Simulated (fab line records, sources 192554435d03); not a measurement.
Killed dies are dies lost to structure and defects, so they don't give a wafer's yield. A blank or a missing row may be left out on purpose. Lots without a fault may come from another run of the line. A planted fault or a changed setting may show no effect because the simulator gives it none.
fab line records | flow n5_finfet
record lots=7 wafers=19 last_day=19
route steps=1938 shown BEOL_M11@1580 PASSIVATION@1936
lots that met no fault: from a run of the same line without faults
start_h: hours from the record's first day to the start of the lot's first wafer shown | wait_h: hours since the lot's step before | " the same as in the row above | L1.1+2: a row that stands for several wafers | - no value, or no start given | * or withheld: withheld | < > ~ a bound
route shown NAME@n: a module of which the file shows steps, and the number in the route of the first | usual: mean/standard deviation of fault-free wafers | same: alike in all rows | chamber/n: place in a boat | sites: the reading at each site | _std_site: their standard deviation | _edge_site: outer sites' mean less inner sites' | radius_mm: how far each site lies from the wafer's centre | mask NAME#n: copy n | behind: the tool/chamber that last shaped the wafer | hold: why the lot was held/for how many hours/how that ended | device: the transistor (n, p or np) that didn't switch | end of line: the same wafers' tests at the end of the route | a step without rows: its recipe alone | killed: dies lost to structure and defects at the first sort, not the wafer's yield | map: a wafer's dies, x killed, . not, _ none there
set.NAME: the setting as run; set.NAME@STEP: as run at that earlier step | model.NAME: the simulator's own value behind a step, which no gauge read
lots at some steps of the route; a table a step, a row a wafer
services: from which hour (start_h, from the record's first day; less than 0 if before it) a tool's chamber was out of use, for how many hours, and why
## steps
# step N5_BEOL_M11_STRIP_77
# recipe chemistry=N2/H2 time_s=10 power_w=450 temp_c=40 pressure_mtorr=20 rf_frequency_hz=6e+07 bias_power_w=7 n2_flow_sccm=200 h2_flow_sccm=200
# usual drypump_motor_current_A=5.5/0.48 n2_flow_sccm=200.1/0.58 oes_product_au=0.77/0.07 rf_vpp_V=59.2/0.86 showerhead_plenum_p_Torr=2.55/0.061 throttle_valve_pct=23.77/0.23
# columns lot.wafer tool chamber start_h wait_h drypump_motor_current_A n2_flow_sccm oes_product_au rf_hours_counter_h rf_vpp_V showerhead_plenum_p_Torr throttle_valve_pct
L322.3 rie_diel-02 0 - - 5.3 199.6 0.70 230 58.6 2.51 24.31
L322.4 " 2 " " 6.4 200.3 0.90 34 58.1 2.59 23.59
L322.6 " 0 " " 5.3 200.4 0.70 - 58.8 2.51 24.27
L323.2 rie_diel-06 3 - - 6.3 200.1 0.88 35 58.6 2.50 23.89
L323.3 " 2 " " 5.8 199.5 0.73 192 59.9 2.52 24.12
L323.5 " 1 " " 5.5 200.7 0.72 - 59.0 2.62 23.88
L331.1 rie_diel-02 3 - - 5.0 200.0 0.72 211 59.9 2.64 23.71
L331.5 " 1 " " 5.7 200.6 0.75 - 59.4 2.53 23.90
L331.6 " 0 " " 5.3 199.8 0.69 - 60.1 2.50 24.29
L333.1 rie_diel-04 1 - - 6.2 200.9 0.70 224 59.3 2.62 23.77
L333.2 " 3 " " 5.3 200.0 0.77 107 57.8 2.56 23.63
L333.4 " 0 " " 5.1 200.3 0.74 148 59.3 2.53 23.53
L334.2 rie_diel-02 0 - - 5.3 200.9 0.98 5 59.6 2.50 23.89
L334.3 " 2 " " 6.3 200.5 0.86 64 58.8 2.57 23.63
L334.6 " 2 " " 6.4 198.9 0.85 - 59.8 2.57 23.63
L336.1 rie_diel-04 0 - - 5.1 199.8 0.74 150 60.1 2.53 23.54
L336.3 " 2 " " 5.0 200.4 0.79 132 57.9 2.43 23.76
L335.1 rie_diel-02 3 - - 5.0 199.8 0.70 235 58.8 2.63 23.75
L335.4 " 0 " " 5.3 198.2 0.93 15 57.4 2.50 23.91
# step N5_BEOL_M11_OCD_MEAS_38
# usual trench_depth_nm=148.1/2.5
# columns lot.wafer tool chamber start_h wait_h trench_depth_nm
L322.3 ocd-01 - 266.48 - 142.2
L322.4 " - " " 150.0
L322.6 " - " " 143.1
L323.2 ocd-01 - 279.37 - 151.7
L323.3 " - " " 146.0
L323.5 " - " " 150.5
L331.1 ocd-01 - 329.71 - 145.7
L331.5 " - " " 148.5
L331.6 " - " " 143.2
L333.1 ocd-02 - 378.73 - 148.8
L333.2 " - " " 148.2
L333.4 " - " " 148.8
L334.2 ocd-01 - 388.42 - 147.0
L334.3 " - " " 149.2
L334.6 " - " " 149.8
L336.1 ocd-01 - 388.72 - 149.0
L336.3 " - " " 151.2
L335.1 ocd-01 - 420.70 - 143.7
L335.4 " - " " 146.6
# step N5_BEOL_M11_HM_STRIP_39
# recipe chemistry=peroxide_tin_strip material=TiN target_depth_a=250 temp_c=50 time_s=158
# step N5_BEOL_M11_SRD_40
# recipe time_s=30 temp_c=23 rinse_liquid=diw dry=ipa_marangoni
# step N5_BEOL_M11_PRECLEAN_42
# recipe chemistry=residue_remover time_s=60 temp_c=40
# step N5_BEOL_M11_SRD_43
# recipe time_s=30 temp_c=23 rinse_liquid=diw dry=ipa_marangoni
# step N5_BEOL_M11_CD_MEAS_35
# recipe target_cd_nm=70 polarity=opening
# usual cd_nm=70.1/0.57
# columns lot.wafer tool chamber start_h wait_h cd_nm
L322.3 cd_sem-02 - 266.63 0.0 70.6
L322.4 " - " " 70.2
L322.6 " - " " 70.6
L323.2 cd_sem-02 - 279.52 0.0 70.1
L323.3 " - " " 69.9
L323.5 " - " " 70.3
L331.1 cd_sem-01 - 329.87 0.0 70.7
L331.5 " - " " 70.1
L331.6 " - " " 70.5
L333.1 cd_sem-03 - 378.88 0.0 69.3
L333.2 " - " " 69.4
L333.4 " - " " 70.4
L334.2 cd_sem-01 - 388.57 0.0 69.1
L334.3 " - " " 69.9
L334.6 " - " " 69.9
L336.1 cd_sem-02 - 388.87 0.0 70.2
L336.3 " - " " 70.9
L335.1 cd_sem-02 - 420.86 0.0 70.2
L335.4 " - " " 70.3
# step N5_BEOL_M11_CURE_72
# recipe temp_c=370 time_s=120 ambient=DMADMS/He material=SiCOH_lowk
# usual lamp_power_pct=52.32/0.052 wafer_temp_C_max=371.8/0.48
# columns lot.wafer tool chamber start_h wait_h lamp_power_pct wafer_temp_C_max
L322.3 uv_cure-01 0 266.77 0.1 52.25 371.5
L322.4 " 0 " " 52.31 371.9
L322.6 " 0 " " 52.26 372.0
L323.2 uv_cure-02 0 279.69 0.2 52.31 370.9
L323.3 " 0 " " 52.40 372.0
L323.5 " 0 " " 52.36 372.0
L331.1 uv_cure-01 1 329.91 0.0 52.37 372.9
L331.5 " 1 " " 52.35 372.3
L331.6 " 1 " " 52.37 372.4
L333.1 uv_cure-02 1 378.92 0.0 52.28 371.3
L333.2 " 1 " " 52.29 371.4
L333.4 " 1 " " 52.36 371.3
L334.2 uv_cure-03 1 388.67 0.1 52.24 371.2
L334.3 " 1 " " 52.25 372.0
L334.6 " 1 " " 52.37 372.1
L336.1 uv_cure-02 1 388.99 0.1 52.28 371.5
L336.3 " 1 " " 52.29 371.7
L335.1 uv_cure-02 0 420.90 0.0 52.34 371.8
L335.4 " 0 " " 52.30 371.9
# step N5_BEOL_M11_DEGAS_44
# recipe ambient=vacuum temp_c=250 time_s=60
# usual heater_power_w=332/26
# columns lot.wafer tool chamber start_h wait_h heater_power_w
L322.3 pvd_sputter-01 - 268.01 1.2 303
L322.4 " - " " 329
L322.6 " - " " 321
L323.2 pvd_sputter-01 - 279.97 0.2 324
L323.3 " - " " 332
L323.5 " - " " 308
L331.1 pvd_sputter-01 - 330.28 0.3 337
L331.5 " - " " 316
L331.6 " - " " 308
L333.1 pvd_sputter-01 - 379.40 0.4 345
L333.2 " - " " 308
L333.4 " - " " 320
L334.2 pvd_sputter-01 - 388.94 0.2 319
L334.3 " - " " 324
L334.6 " - " " 324
L336.1 pvd_sputter-01 - 389.34 0.3 303
L336.3 " - " " 324
L335.1 pvd_sputter-03 - 421.45 0.5 384
L335.4 " - " " 352
# step N5_BEOL_M11_PRE_CLEAN_45
# recipe gas=H2/He time_s=30 temp_c=250
# usual heater_power_w=331/26
# columns lot.wafer tool chamber start_h wait_h heater_power_w
L322.3 pvd_sputter-01 - 268.05 0.0 313
L322.4 " - " " 335
L322.6 " - " " 321
L323.2 pvd_sputter-01 - 280.01 0.0 321
L323.3 " - " " 325
L323.5 " - " " 313
L331.1 pvd_sputter-01 - 330.32 0.0 343
L331.5 " - " " 320
L331.6 " - " " 304
L333.1 pvd_sputter-01 - 379.44 0.0 320
L333.2 " - " " 308
L333.4 " - " " 333
L334.2 pvd_sputter-01 - 388.98 0.0 314
L334.3 " - " " 324
L334.6 " - " " 315
L336.1 pvd_sputter-01 - 389.38 0.0 316
L336.3 " - " " 324
L335.1 pvd_sputter-03 - 421.49 0.0 370
L335.4 " - " " 348
# step N5_BEOL_M11_ALD_74
# recipe material=TaN target_thk_a=20 temp_c=275 ald_precursor_family=PDMAT ald_co_reactant=NH3 pressure_torr=3 carrier_flow_sccm=1500 pulse_time_s=2 purge_time_s=3 co_reactant_purge_time_s=2 co_reactant_pulse_time_s=3 ald_cycles=40 precursor_vessel_temp_c=75 precursor_vessel_pressure_torr=26.25 precursor_vessel_carrier_sccm=1000
# step N5_BEOL_M11_SURFACE_TREAT_76
# recipe gas=Ar time_s=* ion_energy_ev=* ion_current_ma_cm2=0.5 pressure_mtorr=* ar_flow_sccm=30
# usual throttle_valve_pct=*
# columns lot.wafer tool chamber start_h wait_h throttle_valve_pct
L322.3 pvd_sputter-03 - 268.58 0.2 *
L322.4 " - " " *
L322.6 " - " " *
L323.2 pvd_sputter-01 - 280.43 0.2 *
L323.3 " - " " *
L323.5 " - " " *
L331.1 pvd_sputter-03 - 330.88 0.3 *
L331.5 " - " " *
L331.6 " - " " *
L333.1 pvd_sputter-03 - 380.11 0.3 *
L333.2 " - " " *
L333.4 " - " " *
L334.2 pvd_sputter-01 - 389.42 0.2 *
L334.3 " - " " *
L334.6 " - " " *
L336.1 pvd_sputter-03 - 389.98 0.4 *
L336.3 " - " " *
L335.1 pvd_sputter-03 - 421.95 0.2 *
L335.4 " - " " *
# step N5_BEOL_M11_CVD_75
# recipe material=Co target_thk_a=20 temp_c=withheld precursor=CCTBA/H2 pressure_torr=30 time_s=138.9
# usual chamber_pressure_Torr=30.00/0.066 run_length_s=161.8/0.48
# columns lot.wafer tool chamber start_h wait_h chamber_pressure_Torr run_length_s
L322.3 cvd_co-01 1 268.64 0.0 29.96 161.0
L322.4 " 0 " " 30.13 161.9
L322.6 " 2 " " 29.94 161.8
L323.2 cvd_co-02 1 280.52 0.1 29.89 162.1
L323.3 " 2 " " 30.02 162.3
L323.5 " 1 " " 30.02 162.1
L331.1 cvd_co-02 0 331.17 0.3 30.02 162.7
L331.5 " 2 " " 29.97 161.3
L331.6 " 1 " " 30.11 162.4
L333.1 cvd_co-02 0 380.18 0.0 29.90 162.7
L333.2 " 2 " " 30.00 161.3
L333.4 " 2 " " 30.05 161.8
L334.2 cvd_co-01 2 389.50 0.1 29.98 74.1
L334.3 " 0 " " 30.01 161.7
L334.6 " 0 " " 30.13 161.8
L336.1 cvd_co-01 0 390.04 0.0 30.01 161.5
L336.3 " 2 " " 30.13 73.6
L335.1 cvd_co-01 1 422.06 0.1 29.94 161.0
L335.4 " 2 " " 29.85 73.2
# step N5_BEOL_M11_SPUTTER_48
# recipe material=Cu target_thk_a=120 temp_c=-20 bias_v=60 power_w=26000 chamber_pressure_pa=0.13 time_s=2
# step N5_PASSIVATION_PROBE_49
# usual defect_limited_yield=91.3/1.7 killed_at_M0_to_M3=33/9.9 killed_at_M4_up=14/6.4 killed_at_contacts=12/7 killed_at_front_end=41/13 killed_at_other=3.1/2.9 killed_dies=103/20 killed_open=67/14 killed_short=34/9.4 sort_bin_4_leakage=0.03/0.24 sort_bin_5_function=5.1/1.1 sort_bin_6_memory=3.2/0.79 sort_bin_8_speed=0.02/0.15 sort_n_pass=1077/21 sort_yield_pct=91.2/1.7
# same gross_dies=1180 killed_at_back_side=0
# columns lot.wafer tool chamber start_h wait_h defect_limited_yield[%] killed_at_M0_to_M3 killed_at_M4_up killed_at_contacts killed_at_front_end killed_at_other killed_dies killed_open killed_short sort_bin_4_leakage[%] sort_bin_5_function[%] sort_bin_6_memory[%] sort_bin_8_speed[%] sort_n_pass sort_yield_pct[%]
L323.2 prober-01 - 319.07 0.1 91.2 29 21 10 41 3 104 60 41 0 5.5 3.1 0 1076 91.2
L323.3 prober-01 - 319.12 0.1 90.3 32 5 4 72 2 115 68 47 0 6.2 3.0 0 1065 90.3
L323.5 prober-01 - 319.22 0.2 91.3 32 17 20 32 2 103 82 21 0 6.5 2.2 0 1077 91.3
L334.3 prober-01 - 431.69 0.1 93.0 24 11 17 29 2 83 57 26 0 3.7 3.0 0 1097 93.0
L334.6 prober-01 - 431.84 0.3 92.4 19 12 27 26 6 90 57 33 0 4.5 2.7 0 1090 92.4
# killed by level:class
L323.2 FIN_SAQP:geometric_particle:short=12 FIN_SAQP:geometric_particle:open=10 BEOL_M4:geometric_particle:open=9 BEOL_M1:geometric_particle:open=7 MOL_CONTACT_COAG:geometric_particle:short=6 BEOL_M0_SAQP:geometric_particle:open=5 BEOL_M3:geometric_particle:open=5 STARTING-WAFER:geometric_particle:short=5
L323.3 FIN_SAQP:geometric_particle:short=30 FIN_SAQP:geometric_particle:open=17 BEOL_M0_SAQP:geometric_particle:open=8 BEOL_M3:geometric_particle:open=8 DUMMY_GATE:geometric_particle:open=6 BEOL_M2:geometric_particle:open=6 STI_FIN_REVEAL:geometric_particle:open=5 BEOL_M1:geometric_particle:open=5
L323.5 MOL_CONTACT_COAG:geometric_particle:open=18 FIN_SAQP:geometric_particle:open=11 BEOL_M3:geometric_particle:open=8 BEOL_M0_SAQP:geometric_particle:open=8 BEOL_M1:geometric_particle:open=7 BEOL_M4:geometric_particle:open=7 ILD0:geometric_particle:open=4 STI_FIN_REVEAL:geometric_particle:open=3
L334.3 MOL_CONTACT_COAG:geometric_particle:open=17 STI_FIN_REVEAL:geometric_particle:open=8 STI_FIN_REVEAL:geometric_particle:short=5 BEOL_M3:geometric_particle:open=5 BEOL_M0_SAQP:geometric_particle:open=4 BEOL_M4:geometric_particle:open=4 DUMMY_GATE:geometric_particle:open=3 BEOL_M0_SAQP:geometric_particle:short=3
L334.6 MOL_CONTACT_COAG:geometric_particle:open=20 STI_FIN_REVEAL:geometric_particle:open=12 MOL_CONTACT_COAG:geometric_particle:short=7 BEOL_M3:geometric_particle:open=5 BEOL_M4:geometric_particle:open=5 BEOL_M1:geometric_particle:short=4 STI_FIN_REVEAL:geometric_particle:short=3 BEOL_M0_SAQP:geometric_particle:short=3
## services
# columns tool chamber start_h hours kind
uv_cure-02 - 280.60 2.8 pm
cvd_co-01 - 290.66 4.3 pm
cvd_co-02 - 294.99 6.9 pm
rie_diel-06 1 295.74 3.9 repair
rie_diel-06 1 303.97 8.4 repair
cvd_co-02 - 306.01 1.3 repair
uv_cure-03 - 310.72 1.0 pm
cvd_co-01 0 333.47 9.7 repair
uv_cure-02 - 337.34 11.2 repair
cvd_co-02 - 337.74 14.6 pm
rie_diel-06 0 337.93 3.2 repair
rie_diel-04 3 342.35 3.4 repair
rie_diel-02 0 344.87 - clean
rie_diel-02 3 347.28 2.8 repair
pvd_sputter-03 - 355.87 6.6 repair
uv_cure-03 - 359.24 0.7 repair
rie_diel-04 0 359.94 1.7 repair
rie_diel-04 3 395.94 23.0 repair
rie_diel-04 - 403.75 0.9 repair
cvd_co-02 - 406.68 0.8 repair
rie_diel-04 0 409.11 3.8 repair
cvd_co-01 - 412.52 1.0 repair
rie_diel-04 - 413.19 2.8 pm
uv_cure-03 - 421.07 6.0 pm
## key
first_sign step=N5_BEOL_M11_CVD_75 reading=run_length_s direction=down sigmas=99+ usual=* struck=*
effect none on later readings
met_at N5_BEOL_M11_CVD_75
struck_wafers L334.2,L335.4,L336.3
rows_end L334.2
onset_between 268.64 389.50
fault kind=process_parameter_drift tool=cvd_co-01 chamber=2 onset_h=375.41 steps=N5_BEOL_M11_CVD_75 channel=time_s offset=* shape=step acts_in=* stated=*
# rows_end: these wafers met a further fault down the route, and their rows from its step on are left out
